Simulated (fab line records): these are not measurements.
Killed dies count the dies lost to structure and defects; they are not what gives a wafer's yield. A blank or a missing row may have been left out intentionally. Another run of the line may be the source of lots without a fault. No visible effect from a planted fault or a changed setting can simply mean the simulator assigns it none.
fab line records	flow nandHarc	part 1 of 2: steps 1 to 28 of 44
record: lots: 5	wafers: 15	lastDay: 32
route steps=1302 shown P_CONTACT@251 P_M0@253 P_M1@285
lots untouched by any fault: they come from a run of this same line in which no faults occurred
startH: the number of hours between the record's first day and the start of the first shown wafer of the lot	waitH: how many hours have passed since the lot's step before this one	" same as the row above	L1.1+2: several wafers, shown together as one row	- value missing, or start not given	* or withheld: withheld	< > ~ a bound
route shown NAME@n: names a module that has steps shown in the file, with the first one's number in the route	usual: mean/standard deviation of fault-free wafers	same: alike in all rows	chamber/n: place in a boat	sites: readings site by site	_std_site: how widely they spread, as a standard deviation	_edge_site: the outer-site mean with the inner-site mean subtracted	radiusMm: how far each site lies from the wafer's centre	mask NAME#n: copy n	behind: tool/chamber where the wafer was last shaped	hold: why the lot was held/for how many hours/how that ended	device: whichever transistor did not switch (one of n, p or np)	end of line: tests run on the same wafers once the route is complete	a step given without rows: its recipe and nothing more	killed: dies that structure and defects cost at the first sort, which is not the same as the wafer's yield	map: per-die view of a wafer (x killed, . not killed, _ where there is no die)
set.NAME: the setting that was run; set.NAME@STEP: the one run at that earlier step	model.NAME: the simulator's own value behind a step, which no gauge read
lots at selected steps of the route; one table per step, one row per wafer
services: the hour from which a tool's chamber was out of use, counted from the record's first day as startH (under 0 if before that day), plus the number of hours and why
== steps ==
step: NHARC_P_CONTACT_SRD_26
lot.wafer	tool	chamber	startH	waitH
L074.2+5+1	wetBench-09	1,3,6	125.53	0.0
L077.2+4+1	wetBench-09	7,1,2	159.36	0.0
L085.5+2+6	wetBench-09	3,4,5	227.46	0.0
L092.2+6+3	wetBench-04	4,7,1	300.43	0.0
L094.6+1+5	wetBench-04	2,3,5	320.52	0.0
step: NHARC_P_CONTACT_INSPECT_27
usual: rawDefectCount: 281/110
lot.wafer	tool	chamber	startH	waitH	rawDefectCount
L074.1	defectInspect-01	-	125.61	0.1	202
L074.2	"	-	"	"	116
L074.5	"	-	"	"	145
L077.1	defectInspect-02	-	159.44	0.1	264
L077.2	"	-	"	"	252
L077.4	"	-	"	"	370
L085.2	defectInspect-01	-	227.53	0.1	270
L085.5	"	-	"	"	234
L085.6	"	-	"	"	162
L092.2	defectInspect-02	-	300.51	0.1	353
L092.3	"	-	"	"	545
L092.6	"	-	"	"	197
L094.1	defectInspect-02	-	320.59	0.1	204
L094.5	"	-	"	"	212
L094.6	"	-	"	"	188
step: NHARC_P_M0_DEP_00
recipe: targetThkA: 1500	targetThkNm: 150	tempC: withheld	pressureTorr: 5	flowSccm: 200	rfW: 600	material: SiOC
lot.wafer	tool	chamber	startH	waitH
L074.2+1+5	pecvd-01	0,1,0	125.72	0.1
L077.1+2+4	pecvd-02	1,2,0	159.55	0.1
L085.2+5+6	pecvd-01	0,1,2	227.69	0.2
L092.3+2+6	pecvd-04	0,1,1	300.68	0.2
L094.1+5+6	pecvd-04	2,2,0	320.66	0.1
step: NHARC_P_M0_DEHYDRATE_01
recipe: tempC: 150	timeS: 120
lot.wafer	tool	chamber	startH	waitH
L074.1+2+5	lithoTrack-04	0	126.08	-
L077.1+2+4	lithoTrack-06	0	159.91	-
L085.2+5+6	lithoTrack-04	0	228.01	-
L092.2+3+6	lithoTrack-01	0	301.08	-
L094.1+5+6	lithoTrack-01	0	321.06	-
step: NHARC_P_M0_HMDS_02
recipe: timeS: 30
lot.wafer	tool	chamber	startH	waitH
L074.1+2+5	lithoTrack-04	0	-	-
L077.1+2+4	lithoTrack-06	0	-	-
L085.2+5+6	lithoTrack-04	0	-	-
L092.2+3+6	lithoTrack-01	0	-	-
L094.1+5+6	lithoTrack-01	0	-	-
step: NHARC_P_M0_COAT_33
recipe: tempC: 200	timeS: 65
lot.wafer	tool	chamber	startH	waitH
L074.1+2+5	lithoTrack-04	0	-	-
L077.1+2+4	lithoTrack-06	0	-	-
L085.2+5+6	lithoTrack-04	0	-	-
L092.2+3+6	lithoTrack-01	0	-	-
L094.1+5+6	lithoTrack-01	0	-	-
step: NHARC_P_M0_COAT_03
recipe: spinRpm: 1500	resistThkNm: 90
usual: dispensePressureKPa: 53/5.6
lot.wafer	tool	chamber	startH	waitH	dispensePressureKPa
L074.1	lithoTrack-04	0	-	-	46
L074.2	"	0	"	"	46
L074.5	"	0	"	"	46
L077.1	lithoTrack-06	0	-	-	58
L077.2	"	0	"	"	58
L077.4	"	0	"	"	57
L085.2	lithoTrack-04	0	-	-	46
L085.5	"	0	"	"	46
L085.6	"	0	"	"	46
L092.2	lithoTrack-01	0	-	-	58
L092.3	"	0	"	"	58
L092.6	"	0	"	"	58
L094.1	lithoTrack-01	0	-	-	58
L094.5	"	0	"	"	58
L094.6	"	0	"	"	58
step: NHARC_P_M0_SOFTBAKE_04
recipe: tempC: 105	timeS: 55
lot.wafer	tool	chamber	startH	waitH
L074.1+2+5	lithoTrack-04	0	-	-
L077.1+2+4	lithoTrack-06	0	-	-
L085.2+5+6	lithoTrack-04	0	-	-
L092.2+3+6	lithoTrack-01	0	-	-
L094.1+5+6	lithoTrack-01	0	-	-
step: NHARC_P_M0_EBR_05
lot.wafer	tool	chamber	startH	waitH
L074.1+2+5	lithoTrack-04	0	-	-
L077.1+2+4	lithoTrack-06	0	-	-
L085.2+5+6	lithoTrack-04	0	-	-
L092.2+3+6	lithoTrack-01	0	-	-
L094.1+5+6	lithoTrack-01	0	-	-
step: NHARC_P_M0_EXPOSE_06
recipe: na: 1.35	targetCdNm: 90	doseMj: 81.28	maskId: P_M0
lot.wafer	tool	chamber	startH	waitH	mask
L074.1+2+5	arfiScanner-01	0	126.37	-	P_M0#0
L077.1+2+4	arfiScanner-03	0	160.21	-	P_M0#0
L085.2+5+6	arfiScanner-03	0	228.30	-	P_M0#0
L092.2+3+6	arfiScanner-02	0	301.37	-	P_M0#0
L094.1+5+6	arfiScanner-01	0	321.23	-	P_M0#0
step: NHARC_P_M0_PEB_07
recipe: pebTempC: 100	pebTimeS: 65
lot.wafer	tool	chamber	startH	waitH
L074.1+2+5	lithoTrack-01	0	126.43	0.1
L077.1+2+4	lithoTrack-04	0	160.27	0.1
L085.2+5+6	lithoTrack-01	0	228.36	0.1
L092.2+3+6	lithoTrack-04	0	301.43	0.1
L094.1+5+6	lithoTrack-06	0	321.29	0.1
step: NHARC_P_M0_DEVELOP_08
recipe: developTimeS: 35	devTempC: 23
usual: developerTempC: 22.99/0.1
lot.wafer	tool	chamber	startH	waitH	developerTempC
L074.1	lithoTrack-01	0	-	-	23.06
L074.2	"	0	"	"	22.83
L074.5	"	0	"	"	22.87
L077.1	lithoTrack-04	0	-	-	23.02
L077.2	"	0	"	"	22.88
L077.4	"	0	"	"	23.00
L085.2	lithoTrack-01	0	-	-	23.02
L085.5	"	0	"	"	22.83
L085.6	"	0	"	"	22.88
L092.2	lithoTrack-04	0	-	-	22.91
L092.3	"	0	"	"	22.81
L092.6	"	0	"	"	22.86
L094.1	lithoTrack-06	0	-	-	22.99
L094.5	"	0	"	"	23.02
L094.6	"	0	"	"	22.96
step: NHARC_P_M0_CD_MEAS_09
recipe: targetCdNm: 90	landingEnergyEv: 500
usual: cdNm: 90.2/0.66
lot.wafer	tool	chamber	startH	waitH	cdNm
L074.1	cdSem-02	0	126.51	-	89.5
L074.2	"	0	"	"	89.3
L074.5	"	0	"	"	89.8
L077.1	cdSem-01	0	160.35	-	89.6
L077.2	"	0	"	"	89.7
L077.4	"	0	"	"	89.0
L085.2	cdSem-02	0	228.44	-	89.2
L085.5	"	0	"	"	89.2
L085.6	"	0	"	"	88.7
L092.2	cdSem-01	0	301.51	-	89.3
L092.3	"	0	"	"	89.9
L092.6	"	0	"	"	89.8
L094.1	cdSem-03	0	321.37	-	90.5
L094.5	"	0	"	"	91.5
L094.6	"	0	"	"	90.9
step: NHARC_P_M0_OVL_MEAS_10
recipe: pitchNm: 180
usual: overlayXNm: -0.2/0.83	overlayYNm: -0.1/0.85
lot.wafer	tool	chamber	startH	waitH	overlayXNm	overlayYNm
L074.1	overlay-01	-	126.60	-	0.9	-0.2
L074.2	"	-	"	"	1.0	-0.4
L074.5	"	-	"	"	0.2	0.0
L077.1	overlay-02	-	160.44	-	-1.1	-2.1
L077.2	"	-	"	"	-0.6	-2.1
L077.4	"	-	"	"	-0.5	-1.9
L085.2	overlay-01	-	228.52	-	-1.3	-1.0
L085.5	"	-	"	"	-1.4	-0.6
L085.6	"	-	"	"	-1.3	-0.3
L092.2	overlay-01	-	301.60	-	0.4	0.0
L092.3	"	-	"	"	0.6	0.7
L092.6	"	-	"	"	0.5	0.4
L094.1	overlay-02	-	321.46	-	0.3	0.4
L094.5	"	-	"	"	-0.7	0.0
L094.6	"	-	"	"	0.0	0.3
step: NHARC_P_M0_INSPECT_11
usual: rawDefectCount: 4.2/2.6
lot.wafer	tool	chamber	startH	waitH	rawDefectCount
L074.1	defectInspect-02	-	126.63	0.0	3
L074.2	"	-	"	"	2
L074.5	"	-	"	"	1
L077.1	defectInspect-01	-	160.48	0.0	5
L077.2	"	-	"	"	4
L077.4	"	-	"	"	6
L085.2	defectInspect-01	-	228.56	0.0	8
L085.5	"	-	"	"	6
L085.6	"	-	"	"	7
L092.2	defectInspect-02	-	301.64	0.0	1
L092.3	"	-	"	"	2
L092.6	"	-	"	"	4
L094.1	defectInspect-02	-	321.49	0.0	2
L094.5	"	-	"	"	2
L094.6	"	-	"	"	6
step: NHARC_P_M0_DESCUM_14
recipe: timeS: 3	o2FlowSccm: 200	arFlowSccm: 0	biasPowerW: 0	chemistry: O2
usual: drypumpMotorCurrentA: 5.64/0.27	oesProductAu: 0.997/0.011	rfVppV: 57.7/0.9	showerheadPlenumPTorr: 1.88/0.086	throttleValvePct: 11.313/0.0099
same: biasPowerW: 0
lot.wafer	tool	chamber	startH	waitH	drypumpMotorCurrentA	oesProductAu	rfHoursCounterH	rfVppV	showerheadPlenumPTorr	throttleValvePct
L074.2	rieDiel-03	0	126.70	0.1	5.90	1.012	3	58.1	1.87	11.306
L074.1	"	1	"	"	5.09	0.999	4	57.5	1.85	11.313
L074.5	"	0	"	"	5.92	0.993	-	58.0	1.87	11.299
L077.4	rieDiel-03	1	160.54	0.1	5.09	0.992	13	57.8	1.85	11.305
L077.2	"	2	"	"	5.89	1.001	13	58.7	1.98	11.330
L077.1	"	0	"	"	5.91	1.002	12	59.3	1.86	11.306
L085.2	rieDiel-03	0	228.64	0.1	5.90	1.006	31	58.8	1.86	11.309
L085.5	"	1	"	"	5.08	1.005	-	58.4	1.84	11.316
L085.6	"	2	"	"	5.85	1.010	-	57.7	1.98	11.308
L092.2	rieDiel-11	3	301.70	0.1	5.14	0.981	14	57.0	1.84	11.322
L092.3	"	0	"	"	6.15	0.993	15	57.6	1.77	11.323
L092.6	"	3	"	"	5.14	0.981	-	58.6	1.84	11.310
L094.1	rieDiel-07	1	321.56	0.1	5.51	1.008	2	58.4	2.02	11.315
L094.6	"	0	"	"	5.86	0.990	-	59.0	1.79	11.304
L094.5	"	1	"	"	5.52	1.006	-	58.9	2.02	11.336
step: NHARC_P_M0_ETCH_34
recipe: targetDepthA: 400	overetchA: 120	timeS: 43.94	ionEnergyEv: 200	n2FlowSccm: 150	h2FlowSccm: 150	arFlowSccm: 0	rfW: 400	biasW: 150	chemistry: N2/H2
usual: drypumpMotorCurrentA: 5.66/0.25	h2FlowSccm: 150.0/0.48	oesProductAu: 0.997/0.0095	rfVppV: 429.5/2.8	showerheadPlenumPTorr: 2.00/0.096	throttleValvePct: 14.171/0.009
lot.wafer	tool	chamber	startH	waitH	drypumpMotorCurrentA	h2FlowSccm	oesProductAu	rfHoursCounterH	rfVppV	showerheadPlenumPTorr	throttleValvePct
L074.2	rieDiel-03	2	126.79	0.1	5.87	150.1	1.009	3	433.3	2.12	14.162
L074.1	"	3	"	"	5.89	150.0	0.985	3	427.8	1.95	14.168
L074.5	"	2	"	"	5.90	150.5	1.014	-	432.4	2.12	14.156
L077.2	rieDiel-03	2	160.63	0.1	5.86	149.9	1.003	13	431.6	2.12	14.182
L077.1	"	0	"	"	5.87	149.6	0.997	12	430.1	1.99	14.159
L077.4	"	1	"	"	5.06	148.9	0.994	13	428.5	1.97	14.155
L085.2	rieDiel-03	0	228.71	0.1	5.90	149.1	0.998	31	429.5	1.98	14.178
L085.5	"	3	"	"	5.88	150.6	0.972	-	426.6	1.94	14.176
L085.6	"	0	"	"	5.89	149.2	1.002	-	429.7	1.98	14.179
L092.3	rieDiel-11	2	301.79	0.1	6.12	149.7	0.983	15	430.1	2.02	14.185
L092.2	"	3	"	"	5.13	149.9	0.999	14	428.5	1.96	14.158
L092.6	"	1	"	"	5.54	150.5	0.986	-	433.7	2.17	14.166
L094.1	rieDiel-07	3	321.64	0.1	5.45	150.7	1.007	2	427.8	1.95	14.168
L094.5	"	3	"	"	5.44	151.1	1.000	-	427.6	1.95	14.172
L094.6	"	0	"	"	5.84	150.5	0.993	-	426.5	1.91	14.170
step: NHARC_P_M0_ETCH_15
recipe: targetDepthA: 1500	overetchA: 150	timeS: 82.5	c4f8FlowSccm: withheld	arFlowSccm: 400	rfW: 600	biasW: 300	chemistry: C4F8/Ar
usual: oesProductAu: 0.957/0.018	rfVppV: 439.4/2.7
lot.wafer	tool	chamber	startH	waitH	oesProductAu	rfHoursCounterH	rfVppV
L074.1	rieDiel-03	3	-	-	0.947	3	437.9
L074.2	"	0	"	"	0.957	3	439.9
L074.5	"	3	"	"	0.960	-	438.1
L077.1	rieDiel-03	1	-	-	0.962	13	439.4
L077.4	"	2	"	"	0.974	13	442.0
L077.2	"	3	"	"	0.956	12	437.2
L085.2	rieDiel-03	0	-	-	0.918	31	438.4
L085.6	"	2	"	"	0.925	-	442.1
L085.5	"	3	"	"	0.894	-	438.9
L092.3	rieDiel-11	0	-	-	0.955	15	436.8
L092.2	"	1	"	"	0.982	15	445.2
L092.6	"	0	"	"	0.951	-	435.0
L094.1	rieDiel-07	3	-	-	0.983	2	439.1
L094.6	"	2	"	"	0.974	-	438.6
L094.5	"	3	"	"	0.974	-	436.3
step: NHARC_P_M0_CD_MEAS_16
usual: cdNm: 90.2/0.83
lot.wafer	tool	chamber	startH	waitH	cdNm
L074.1	cdSem-03	-	126.99	-	90.4
L074.2	"	-	"	"	88.9
L074.5	"	-	"	"	89.1
L077.1	cdSem-01	-	160.84	-	88.9
L077.2	"	-	"	"	89.8
L077.4	"	-	"	"	89.0
L085.2	cdSem-01	-	228.92	-	88.0
L085.5	"	-	"	"	89.1
L085.6	"	-	"	"	88.3
L092.2	cdSem-02	-	302.00	-	89.5
L092.3	"	-	"	"	90.3
L092.6	"	-	"	"	90.5
L094.1	cdSem-03	-	321.85	-	90.2
L094.5	"	-	"	"	91.3
L094.6	"	-	"	"	90.2
step: NHARC_P_M0_STRIP_18
recipe: powerW: 1000	n2FlowSccm: 150	h2FlowSccm: 150	arFlowSccm: 0	biasW: 0	chemistry: N2/H2
usual: drypumpMotorCurrentA: 5.66/0.27	h2FlowSccm: 150.0/0.46	oesProductAu: 0.998/0.01	rfVppV: 90.4/0.93	showerheadPlenumPTorr: 2.00/0.097	throttleValvePct: 14.171/0.0091
lot.wafer	tool	chamber	startH	waitH	drypumpMotorCurrentA	h2FlowSccm	oesProductAu	rfHoursCounterH	rfVppV	showerheadPlenumPTorr	throttleValvePct
L074.2	rieDiel-07	3	127.09	0.1	5.43	150.4	1.000	0	89.9	1.96	14.180
L074.1	"	1	"	"	5.55	150.1	0.990	0	91.8	2.17	14.174
L074.5	"	3	"	"	5.44	150.5	1.003	-	90.0	1.96	14.168
L077.4	rieDiel-07	1	160.94	0.1	5.51	149.5	1.001	5	92.3	2.17	14.178
L077.2	"	2	"	"	5.69	149.9	1.019	6	90.6	1.97	14.173
L077.1	"	3	"	"	5.44	150.4	1.006	6	89.7	1.95	14.174
L085.2	rieDiel-11	3	228.99	0.1	5.15	150.6	0.999	46	90.1	1.97	14.177
L085.6	"	3	"	"	5.14	150.0	1.000	-	91.0	1.97	14.172
L085.5	"	0	"	"	6.14	149.9	0.996	-	89.8	1.89	14.163
L092.2	rieDiel-11	2	302.12	0.1	6.11	150.1	0.995	15	91.0	2.02	14.162
L092.3	"	3	"	"	5.16	149.6	0.988	14	89.3	1.96	14.180
L092.6	"	0	"	"	6.17	149.4	0.995	-	90.7	1.89	14.173
L094.1	rieDiel-07	3	321.98	0.1	5.40	149.9	1.008	2	89.9	1.95	14.184
L094.5	"	1	"	"	5.54	150.7	1.015	-	91.5	2.16	14.161
L094.6	"	2	"	"	5.67	150.8	0.997	-	90.5	1.96	14.179
step: NHARC_P_M0_STRIP_19
recipe: timeS: 600	tempC: 30	chemistry: postEtchResidueRemover
lot.wafer	tool	chamber	startH	waitH
L074.5+1+2	wetBench-06	3,6,7	127.34	-
L077.1+2+4	wetBench-05	4,7,1	161.19	-
L085.2+5+6	wetBench-06	2,4,5	229.26	-
L092.6+2+3	wetBench-06	7,3,4	302.35	-
L094.6+1+5	wetBench-05	6,0,2	322.20	-
step: NHARC_P_M0_DEGAS_28
recipe: tempC: 250	timeS: 60
usual: heaterPowerW: 334/46
lot.wafer	tool	chamber	startH	waitH	heaterPowerW
L074.1	pvdSputter-01	-	127.61	-	285
L074.2	"	-	"	"	259
L074.5	"	-	"	"	288
L077.2	pvdSputter-03	-	161.46	-	351
L077.4	"	-	"	"	365
L077.1	"	-	"	"	335
L085.2	pvdSputter-03	-	229.55	-	331
L085.5	"	-	"	"	320
L085.6	"	-	"	"	371
L092.3	pvdSputter-02	-	302.61	-	374
L092.2	"	-	"	"	268
L092.6	"	-	"	"	373
L094.1	pvdSputter-03	-	322.48	-	326
L094.6	"	-	"	"	334
L094.5	"	-	"	"	387
step: NHARC_P_M0_PRE_CLEAN_29
recipe: timeS: 30	tempC: 280	gas: H2/He
usual: heaterPowerW: 411/59
lot.wafer	tool	chamber	startH	waitH	heaterPowerW
L074.1	pvdSputter-01	-	-	-	325
L074.2	"	-	"	"	377
L074.5	"	-	"	"	327
L077.1	pvdSputter-03	-	-	-	467
L077.4	"	-	"	"	435
L077.2	"	-	"	"	440
L085.2	pvdSputter-03	-	-	-	393
L085.6	"	-	"	"	460
L085.5	"	-	"	"	410
L092.2	pvdSputter-02	-	-	-	398
L092.3	"	-	"	"	401
L092.6	"	-	"	"	392
L094.1	pvdSputter-03	-	-	-	397
L094.6	"	-	"	"	394
L094.5	"	-	"	"	467
step: NHARC_P_M0_PVD_20
recipe: targetThkA: 50	biasV: 168.6	powerW: 15000	chamberPressurePa: 0.12	timeS: 8.06	substrateTempC: 50	material: TaN
usual: biasV: 168.5/1.9	throttleValvePct: 30.1/0.75
lot.wafer	tool	chamber	startH	waitH	biasV	throttleValvePct
L074.2	pvdSputter-01	-	-	-	166.7	30.2
L074.1	"	-	"	"	167.0	30.5
L074.5	"	-	"	"	169.7	30.3
L077.1	pvdSputter-03	-	-	-	164.5	31.4
L077.2	"	-	"	"	168.1	28.8
L077.4	"	-	"	"	169.5	31.0
L085.2	pvdSputter-03	-	-	-	167.8	30.9
L085.6	"	-	"	"	167.4	30.5
L085.5	"	-	"	"	169.0	30.3
L092.3	pvdSputter-02	-	-	-	168.7	29.5
L092.2	"	-	"	"	169.9	30.2
L092.6	"	-	"	"	169.0	30.5
L094.1	pvdSputter-03	-	-	-	170.1	30.6
L094.6	"	-	"	"	167.2	30.4
L094.5	"	-	"	"	169.4	30.7
step: NHARC_P_M0_PVD_21
recipe: targetThkA: 300	chamberPressurePa: 5	powerW: 5000	substrateTempC: 30	timeS: 20.49	material: Cu
usual: throttleValvePct: 30.1/0.74
lot.wafer	tool	chamber	startH	waitH	throttleValvePct
L074.2	pvdSputter-01	-	-	-	30.1
L074.1	"	-	"	"	29.7
L074.5	"	-	"	"	30.3
L077.4	pvdSputter-03	-	-	-	31.2
L077.1	"	-	"	"	29.9
L077.2	"	-	"	"	29.2
L085.2	pvdSputter-03	-	-	-	30.5
L085.6	"	-	"	"	30.3
L085.5	"	-	"	"	30.7
L092.2	pvdSputter-02	-	-	-	29.7
L092.3	"	-	"	"	30.1
L092.6	"	-	"	"	29.6
L094.1	pvdSputter-03	-	-	-	30.5
L094.5	"	-	"	"	30.6
L094.6	"	-	"	"	30.4
step: NHARC_P_M0_ECD_22
recipe: targetThkA: 4000	bathTempC: 25	material: Cu
lot.wafer	tool	chamber	startH	waitH
L074.2+1+5	ecdCu-01	0,1,0	127.97	-
L077.2+1+4	ecdCu-02	1,0,1	161.82	-
L085.2+6+5	ecdCu-02	0,0,1	229.90	-
L092.2+3+6	ecdCu-02	1,0,1	302.97	-
L094.1+6+5	ecdCu-02	1,0,1	322.88	-
step: NHARC_P_M0_ANNEAL_30
recipe: tempC: 225	timeS: 90
usual: wafer_temp_C_max: 226.15/0.24
lot.wafer	tool	chamber	startH	waitH	wafer_temp_C_max
L074.1	rtpAnneal-01	0	128.34	-	226.09
L074.2	"	0	"	"	226.20
L074.5	"	0	"	"	226.36
L077.1	rtpAnneal-01	0	162.19	-	226.56
L077.2	"	0	"	"	226.32
L077.4	"	0	"	"	226.11
L085.2	rtpAnneal-01	0	230.33	0.4	225.65
L085.5	"	0	"	"	226.21
L085.6	"	0	"	"	225.80
L092.2	rtpAnneal-01	0	303.43	-	225.92
L092.3	"	0	"	"	226.20
L092.6	"	0	"	"	225.97
L094.1	rtpAnneal-01	0	323.23	-	226.09
L094.5	"	0	"	"	226.08
L094.6	"	0	"	"	226.34
step: NHARC_P_M0_CMP_23
recipe: tOverpolishS: 20	targetThkNm: 117.54
usual: motorCurrentA: 12.4/1.6	timeToEndpointS: 28.7/2.6
lot.wafer	tool	chamber	startH	waitH	motorCurrentA	timeToEndpointS
L074.2	cmp-04	1	128.69	-	11.9	29.4
L074.1	"	3	"	"	9.7	27.4
L074.5	"	2	"	"	13.3	22.7
L077.2	cmp-04	0	162.57	-	13.0	29.3
L077.4	"	1	"	"	11.4	30.9
L077.1	"	2	"	"	12.9	27.8
L085.2	cmp-04	1	230.65	-	11.5	31.1
L085.5	"	0	"	"	13.0	27.2
L085.6	"	1	"	"	11.8	30.7
L092.3	cmp-04	2	303.72	-	13.3	25.9
L092.2	"	3	"	"	10.0	24.0
L092.6	"	3	"	"	9.8	25.8
L094.1	cmp-04	1	323.68	-	11.9	30.6
L094.5	"	2	"	"	12.9	29.1
L094.6	"	3	"	"	9.8	30.1
